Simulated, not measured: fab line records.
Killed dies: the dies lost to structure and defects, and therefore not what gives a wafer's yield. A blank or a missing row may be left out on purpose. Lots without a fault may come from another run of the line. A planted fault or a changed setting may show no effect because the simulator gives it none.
Which tool did it? :: flow n5_finfet :: 10 lots with 28 wafers sampled at 5 steps, on a route of 1938 steps

## WHAT THE GAUGES READ, wafer by wafer
N5_STI_FIN_REVEAL_FIN_H_MEAS_10. Usual: 51.6 nm for trench_depth_nm, sd 0.8.
lot: L522
measured: day 2 13:44
on: ocd-02
trench_depth_nm (nm): 51.4 51.0 51.5
flag: 

lot: L529
measured: day 4 06:19
on: ocd-02
trench_depth_nm (nm): 50.7 51.4 50.9
flag: 

lot: L530
measured: day 4 15:03
on: ocd-01
trench_depth_nm (nm): 51.1 50.8 51.8
flag: 

lot: L531
measured: day 4 21:05
on: ocd-01
trench_depth_nm (nm): 52.1 52.8 52.9
flag: 

lot: L539
measured: day 6 20:31
on: ocd-02
trench_depth_nm (nm): 51.3 52.3
flag: 

lot: L540
measured: day 7 02:34
on: ocd-01
trench_depth_nm (nm): 53.0 50.4
flag: 

lot: L541
measured: day 7 08:02
on: ocd-01
trench_depth_nm (nm): 51.3 51.0 51.1
flag: 

lot: L542
measured: day 7 12:33
on: ocd-01
trench_depth_nm (nm): 51.2 51.9 52.2
flag: 

lot: L543
measured: day 7 18:02
on: ocd-01
trench_depth_nm (nm): 50.5 53.1 53.2
flag: 

lot: L544
measured: day 7 23:46
on: ocd-01
trench_depth_nm (nm): 51.9 51.4 51.7
flag: 

N5_BEOL_M4_RC_MEAS_101. Usual: DIBL_N 36.6 mV/V, standard deviation 2.1; DIBL_P 36.3 mV/V, standard deviation 2.2; IOFF_N 0.16 nA/um, standard deviation 0.036; IOFF_P 0.21 nA/um, standard deviation 0.038; ION_N 671 uA/um, standard deviation 12; ION_P 460 uA/um, standard deviation 7.5; SS_N 71.8 mV/dec, standard deviation 0.72; SS_P 73.3 mV/dec, standard deviation 0.72; VT_N 250 mV, standard deviation 3.2; VT_P -250 mV, standard deviation 3.5.
lot: L522
measured: day 7 18:29
on: prober-02
DIBL_N (mV/V): 40.1 35.0 37.9
DIBL_P (mV/V): 39.8 35.4 38.1
IOFF_N (nA/um): 0.20 0.12 0.16
IOFF_P (nA/um): 0.21 0.16 0.19
ION_N (uA/um): 675 655 669
ION_P (uA/um): 456 453 456
SS_N (mV/dec): 72.6 71.2 71.4
SS_P (mV/dec): 73.9 72.8 73.9
VT_N (mV): 248 253 252
VT_P (mV): -254 -257 -257
flag: 

lot: L539
measured: day 12 08:22
on: prober-02
DIBL_N (mV/V): 32.8 33.8
DIBL_P (mV/V): 32.3 34.7
IOFF_N (nA/um): 0.12 0.15
IOFF_P (nA/um): 0.17 0.21
ION_N (uA/um): 668 684
ION_P (uA/um): 464 470
SS_N (mV/dec): 70.8 71.4
SS_P (mV/dec): 73.3 73.4
VT_N (mV): 254 248
VT_P (mV): -250 -248
flag: 

lot: L540
measured: day 12 11:01
on: prober-02
DIBL_N (mV/V): 34.1 36.6
DIBL_P (mV/V): 35.0 37.4
IOFF_N (nA/um): 0.13 0.18
IOFF_P (nA/um): 0.18 0.21
ION_N (uA/um): 680 669
ION_P (uA/um): 464 456
SS_N (mV/dec): 71.4 72.4
SS_P (mV/dec): 72.3 73.0
VT_N (mV): 249 249
VT_P (mV): -251 -252
flag: 

lot: L541
measured: day 12 15:39
on: prober-01
DIBL_N (mV/V): 37.1 36.6 35.7
DIBL_P (mV/V): 38.6 35.5 35.3
IOFF_N (nA/um): 0.14 0.13 0.12
IOFF_P (nA/um): 0.21 0.16 0.16
ION_N (uA/um): 657 653 648
ION_P (uA/um): 457 443 447
SS_N (mV/dec): 71.7 71.6 71.1
SS_P (mV/dec): 74.2 73.5 72.5
VT_N (mV): 252 254 255
VT_P (mV): -251 -257 -254
flag: 

lot: L542
measured: day 12 19:21
on: prober-02
DIBL_N (mV/V): 37.9 35.5 36.4
DIBL_P (mV/V): 37.7 35.2 36.9
IOFF_N (nA/um): 0.18 0.14 0.16
IOFF_P (nA/um): 0.22 0.19 0.22
ION_N (uA/um): 672 667 682
ION_P (uA/um): 451 457 462
SS_N (mV/dec): 71.8 71.7 71.6
SS_P (mV/dec): 73.7 72.5 73.5
VT_N (mV): 250 254 249
VT_P (mV): -253 -254 -251
flag: 

lot: L543
measured: day 13 02:57
on: prober-01
DIBL_N (mV/V): 37.2 33.6 34.7
DIBL_P (mV/V): 35.3 32.8 33.9
IOFF_N (nA/um): 0.16 0.12 0.14
IOFF_P (nA/um): 0.24 0.21 0.21
ION_N (uA/um): 658 666 667
ION_P (uA/um): 456 468 469
SS_N (mV/dec): 72.2 70.6 70.3
SS_P (mV/dec): 73.5 72.2 72.7
VT_N (mV): 251 255 247
VT_P (mV): -246 -249 -246
flag: 

lot: L544
measured: day 13 11:47
on: prober-01
DIBL_N (mV/V): 36.2 36.7 34.0
DIBL_P (mV/V): 34.9 35.4 31.1
IOFF_N (nA/um): 0.14 0.14 0.10
IOFF_P (nA/um): 0.17 0.19 0.13
ION_N (uA/um): 672 673 659
ION_P (uA/um): 461 463 451
SS_N (mV/dec): 71.9 71.5 70.7
SS_P (mV/dec): 72.5 73.0 71.5
VT_N (mV): 251 250 254
VT_P (mV): -255 -253 -258
flag: 

## WHAT TOOL EACH LOT RAN ON (gives the tool, then ch and the chambers of the sampled wafers, and finally the start)
lot: L522
N5_STI_FIN_REVEAL_ETCHBACK_08: rie_diel-02 ch 1,2,3, day 2 10:47
N5_STI_FIN_REVEAL_STRIP_24: rie_diel-02 ch 1,2,3, day 2 10:49
N5_DUMMY_GATE_ALD_02: ald_sin-01 ch 0,1,3, day 2 14:16

lot: L529
N5_STI_FIN_REVEAL_ETCHBACK_08: rie_diel-01 ch 0,1,2, day 4 03:19
N5_STI_FIN_REVEAL_STRIP_24: rie_diel-01 ch 0,1,2, day 4 03:21
N5_DUMMY_GATE_ALD_02: ald_sin-03 ch 0,3, day 4 06:30

lot: L530
N5_STI_FIN_REVEAL_ETCHBACK_08: rie_diel-04 ch 0,2, day 4 11:58
N5_STI_FIN_REVEAL_STRIP_24: rie_diel-04 ch 0,2, day 4 11:59
N5_DUMMY_GATE_ALD_02: ald_sin-01 ch 0,2,3, day 4 15:14

lot: L531
N5_STI_FIN_REVEAL_ETCHBACK_08: rie_diel-02 ch 2,3, day 4 17:50
N5_STI_FIN_REVEAL_STRIP_24: rie_diel-02 ch 2,3, day 4 17:52
N5_DUMMY_GATE_ALD_02: ald_sin-04 ch 0,2, day 4 22:22

lot: L539
N5_STI_FIN_REVEAL_ETCHBACK_08: rie_diel-02 ch 1,2, day 6 17:34
N5_STI_FIN_REVEAL_STRIP_24: rie_diel-02 ch 1,2, day 6 17:36
N5_DUMMY_GATE_ALD_02: ald_sin-03 ch 2,3, day 6 20:41

lot: L540
N5_STI_FIN_REVEAL_ETCHBACK_08: rie_diel-01 ch 0,1, day 6 23:37
N5_STI_FIN_REVEAL_STRIP_24: rie_diel-01 ch 0,1, day 6 23:39
N5_DUMMY_GATE_ALD_02: ald_sin-03 ch 1,2, day 7 03:01

lot: L541
N5_STI_FIN_REVEAL_ETCHBACK_08: rie_diel-04 ch 1,2,3, day 7 05:05
N5_STI_FIN_REVEAL_STRIP_24: rie_diel-04 ch 1,2,3, day 7 05:08
N5_DUMMY_GATE_ALD_02: ald_sin-01 ch 1,2,3, day 7 08:13

lot: L542
N5_STI_FIN_REVEAL_ETCHBACK_08: rie_diel-02 ch 0,1,2, day 7 09:34
N5_STI_FIN_REVEAL_STRIP_24: rie_diel-02 ch 0,1,2, day 7 09:37
N5_DUMMY_GATE_ALD_02: ald_sin-01 ch 1,2,3, day 7 12:49

lot: L543
N5_STI_FIN_REVEAL_ETCHBACK_08: rie_diel-01 ch 0,1, day 7 15:05
N5_STI_FIN_REVEAL_STRIP_24: rie_diel-01 ch 0,1, day 7 15:07
N5_DUMMY_GATE_ALD_02: ald_sin-04 ch 1,2, day 7 18:13

lot: L544
N5_STI_FIN_REVEAL_ETCHBACK_08: rie_diel-02 ch 0,1,2, day 7 20:49
N5_STI_FIN_REVEAL_STRIP_24: rie_diel-02 ch 0,1,2, day 7 20:51
N5_DUMMY_GATE_ALD_02: ald_sin-04 ch 1,2,3, day 7 23:56
- N5_STI_FIN_REVEAL_ETCHBACK_08: etches SiO2 in C4F6/O2, target depth 30.5 nm, time 10.167 s.
- N5_STI_FIN_REVEAL_STRIP_24: strips in N2/H2, time 90 s.
- N5_DUMMY_GATE_ALD_02: deposits SiO2, target thk 2 nm, pulse time 1 s.

## AS READ BY THE TOOLS THEMSELVES (means over the sampled wafers that have a number; for cases with no such wafer, the mark the record gives instead)
N5_STI_FIN_REVEAL_ETCHBACK_08. Usual: bias_w 184.9 W, standard deviation 0.57; drypump_motor_current_A 5.9 A, standard deviation 0.35; oes_o_777_au 0.76 a.u., standard deviation 0.083; oes_product_au 0.76 a.u., standard deviation 0.08; rf_fwd_power_W 341.2 W, standard deviation 1.6; rf_vpp_V 667 V, standard deviation 11; showerhead_plenum_p_Torr 2.87 Torr, standard deviation 0.079; throttle_valve_pct 21.27 %, standard deviation 0.22.
lot: L522
tool: rie_diel-02
bias_w (W): 184.9
drypump_motor_current_A (A): 6.0
oes_o_777_au (a.u.): 0.77
oes_product_au (a.u.): 0.76
rf_fwd_power_W (W): 343.2
rf_vpp_V (V): 664
showerhead_plenum_p_Torr (Torr): 2.93
throttle_valve_pct (%): 21.20
flag: 

lot: L529
tool: rie_diel-01
bias_w (W): 184.8
drypump_motor_current_A (A): 6.0
oes_o_777_au (a.u.): 0.70
oes_product_au (a.u.): 0.71
rf_fwd_power_W (W): 340.2
rf_vpp_V (V): 672
showerhead_plenum_p_Torr (Torr): 2.85
throttle_valve_pct (%): 21.28
flag: 

lot: L530
tool: rie_diel-04
bias_w (W): 184.9
drypump_motor_current_A (A): 5.7
oes_o_777_au (a.u.): 0.70
oes_product_au (a.u.): 0.68
rf_fwd_power_W (W): 341.8
rf_vpp_V (V): 657
showerhead_plenum_p_Torr (Torr): 2.92
throttle_valve_pct (%): 21.09
flag: 

lot: L531
tool: rie_diel-02
bias_w (W): 184.7
drypump_motor_current_A (A): 5.9
oes_o_777_au (a.u.): 0.81
oes_product_au (a.u.): 0.80
rf_fwd_power_W (W): 341.9
rf_vpp_V (V): 662
showerhead_plenum_p_Torr (Torr): 2.90
throttle_valve_pct (%): 20.94
flag: 

lot: L539
tool: rie_diel-02
bias_w (W): 184.6
drypump_motor_current_A (A): 6.1
oes_o_777_au (a.u.): 0.85
oes_product_au (a.u.): 0.85
rf_fwd_power_W (W): 341.9
rf_vpp_V (V): 654
showerhead_plenum_p_Torr (Torr): 2.90
throttle_valve_pct (%): 21.06
flag: 

lot: L540
tool: rie_diel-01
bias_w (W): 185.6
drypump_motor_current_A (A): 5.8
oes_o_777_au (a.u.): 0.83
oes_product_au (a.u.): 0.86
rf_fwd_power_W (W): 340.8
rf_vpp_V (V): 665
showerhead_plenum_p_Torr (Torr): 2.81
throttle_valve_pct (%): 21.25
flag: 

lot: L541
tool: rie_diel-04
bias_w (W): 184.8
drypump_motor_current_A (A): 5.7
oes_o_777_au (a.u.): 0.75
oes_product_au (a.u.): 0.74
rf_fwd_power_W (W): 341.1
rf_vpp_V (V): 663
showerhead_plenum_p_Torr (Torr): 2.84
throttle_valve_pct (%): 21.36
flag: 

lot: L542
tool: rie_diel-02
bias_w (W): 185.2
drypump_motor_current_A (A): 6.1
oes_o_777_au (a.u.): 0.82
oes_product_au (a.u.): 0.81
rf_fwd_power_W (W): 340.2
rf_vpp_V (V): 656
showerhead_plenum_p_Torr (Torr): 2.87
throttle_valve_pct (%): 21.14
flag: 

lot: L543
tool: rie_diel-01
bias_w (W): 185.0
drypump_motor_current_A (A): 5.8
oes_o_777_au (a.u.): 0.86
oes_product_au (a.u.): 0.88
rf_fwd_power_W (W): 341.3
rf_vpp_V (V): 666
showerhead_plenum_p_Torr (Torr): 2.84
throttle_valve_pct (%): 21.18
flag: 

lot: L544
tool: rie_diel-02
bias_w (W): 184.9
drypump_motor_current_A (A): 6.1
oes_o_777_au (a.u.): 0.82
oes_product_au (a.u.): 0.81
rf_fwd_power_W (W): 341.0
rf_vpp_V (V): 656
showerhead_plenum_p_Torr (Torr): 2.87
throttle_valve_pct (%): 21.13
flag: 

N5_STI_FIN_REVEAL_STRIP_24. Usual: drypump_motor_current_A 5.9 A, standard deviation 0.35; oes_product_au 0.77 a.u., standard deviation 0.082; rf_vpp_V 45.4 V, standard deviation 0.94; showerhead_plenum_p_Torr 3.40 Torr, standard deviation 0.087; throttle_valve_pct 12.34 %, standard deviation 0.25.
lot: L522
tool: rie_diel-02
drypump_motor_current_A (A): 6.0
oes_product_au (a.u.): 0.77
rf_vpp_V (V): 45.1
showerhead_plenum_p_Torr (Torr): 3.46
throttle_valve_pct (%): 12.22
flag: 

lot: L529
tool: rie_diel-01
drypump_motor_current_A (A): 6.1
oes_product_au (a.u.): 0.72
rf_vpp_V (V): 45.8
showerhead_plenum_p_Torr (Torr): 3.39
throttle_valve_pct (%): 12.42
flag: 

lot: L530
tool: rie_diel-04
drypump_motor_current_A (A): 5.7
oes_product_au (a.u.): 0.67
rf_vpp_V (V): 45.4
showerhead_plenum_p_Torr (Torr): 3.47
throttle_valve_pct (%): 12.33
flag: 

lot: L531
tool: rie_diel-02
drypump_motor_current_A (A): 5.9
oes_product_au (a.u.): 0.80
rf_vpp_V (V): 45.3
showerhead_plenum_p_Torr (Torr): 3.44
throttle_valve_pct (%): 12.00
flag: 

lot: L539
tool: rie_diel-02
drypump_motor_current_A (A): 6.2
oes_product_au (a.u.): 0.86
rf_vpp_V (V): 44.8
showerhead_plenum_p_Torr (Torr): 3.42
throttle_valve_pct (%): 12.03
flag: 

lot: L540
tool: rie_diel-01
drypump_motor_current_A (A): 5.8
oes_product_au (a.u.): 0.87
rf_vpp_V (V): 45.6
showerhead_plenum_p_Torr (Torr): 3.34
throttle_valve_pct (%): 12.25
flag: 

lot: L541
tool: rie_diel-04
drypump_motor_current_A (A): 5.7
oes_product_au (a.u.): 0.75
rf_vpp_V (V): 46.4
showerhead_plenum_p_Torr (Torr): 3.37
throttle_valve_pct (%): 12.46
flag: 

lot: L542
tool: rie_diel-02
drypump_motor_current_A (A): 6.1
oes_product_au (a.u.): 0.83
rf_vpp_V (V): 45.4
showerhead_plenum_p_Torr (Torr): 3.41
throttle_valve_pct (%): 12.17
flag: 

lot: L543
tool: rie_diel-01
drypump_motor_current_A (A): 5.9
oes_product_au (a.u.): 0.90
rf_vpp_V (V): 45.3
showerhead_plenum_p_Torr (Torr): 3.38
throttle_valve_pct (%): 12.16
flag: 

lot: L544
tool: rie_diel-02
drypump_motor_current_A (A): 6.1
oes_product_au (a.u.): 0.82
rf_vpp_V (V): 44.9
showerhead_plenum_p_Torr (Torr): 3.41
throttle_valve_pct (%): 12.20
flag: 

N5_DUMMY_GATE_ALD_02. Usual: chamber_pressure_Torr 2.000 Torr, standard deviation 0.0047; heater_power_outer_w 247 W, standard deviation 25; heater_power_w 450 W, standard deviation 50; precursor_pulse_height_rel 1.001, standard deviation 0.02.
lot: L522
tool: ald_sin-01
chamber_pressure_Torr (Torr): 2.002
heater_power_outer_w (W): 223
heater_power_w (W): 392
precursor_pulse_height_rel: 0.996
flag: 

lot: L529
tool: ald_sin-03
chamber_pressure_Torr (Torr): -
heater_power_outer_w (W): -
heater_power_w (W): -
precursor_pulse_height_rel: -
flag: OFF

lot: L530
tool: ald_sin-01
chamber_pressure_Torr (Torr): -
heater_power_outer_w (W): -
heater_power_w (W): -
precursor_pulse_height_rel: -
flag: OFF

lot: L531
tool: ald_sin-04
chamber_pressure_Torr (Torr): -
heater_power_outer_w (W): -
heater_power_w (W): -
precursor_pulse_height_rel: -
flag: OFF

lot: L539
tool: ald_sin-03
chamber_pressure_Torr (Torr): 1.998
heater_power_outer_w (W): 254
heater_power_w (W): 448
precursor_pulse_height_rel: 0.987
flag: 

lot: L540
tool: ald_sin-03
chamber_pressure_Torr (Torr): 2.002
heater_power_outer_w (W): 264
heater_power_w (W): 479
precursor_pulse_height_rel: 1.008
flag: 

lot: L541
tool: ald_sin-01
chamber_pressure_Torr (Torr): 2.000
heater_power_outer_w (W): 253
heater_power_w (W): 455
precursor_pulse_height_rel: 0.986
flag: 

lot: L542
tool: ald_sin-01
chamber_pressure_Torr (Torr): 1.999
heater_power_outer_w (W): 256
heater_power_w (W): 458
precursor_pulse_height_rel: 0.985
flag: 

lot: L543
tool: ald_sin-04
chamber_pressure_Torr (Torr): 1.997
heater_power_outer_w (W): 245
heater_power_w (W): 467
precursor_pulse_height_rel: 1.010
flag: 

lot: L544
tool: ald_sin-04
chamber_pressure_Torr (Torr): 2.002
heater_power_outer_w (W): 237
heater_power_w (W): 449
precursor_pulse_height_rel: 1.001
flag: 

## THE ANSWER, worked out from the rows above alone
Rule: a lot counts as off when the mean over its wafers that have a number is more than 3 standard deviations away from the usual mean. Also off: a lot with no number at a reading for which 4 or more lots have one. Any other lot the step has rows for is counted as sound. Order of review: gauges by route order, followed by the tools' own readings, for which a lot's mean as printed above is used. At the first step where some lot is off, the reading lying furthest off is the one used; lots without a number count as furthest.
Off at N5_DUMMY_GATE_ALD_02 (chamber_pressure_Torr): L529, L530, L531. Without a number there: L529, L530, L531.
If a tool, at that step or one of the process steps before it, ran each lot that is off and ran no sound lot following the first of them, it fits. No candidate that was tried fits.

## WHAT THE SIMULATOR HAD PUT IN
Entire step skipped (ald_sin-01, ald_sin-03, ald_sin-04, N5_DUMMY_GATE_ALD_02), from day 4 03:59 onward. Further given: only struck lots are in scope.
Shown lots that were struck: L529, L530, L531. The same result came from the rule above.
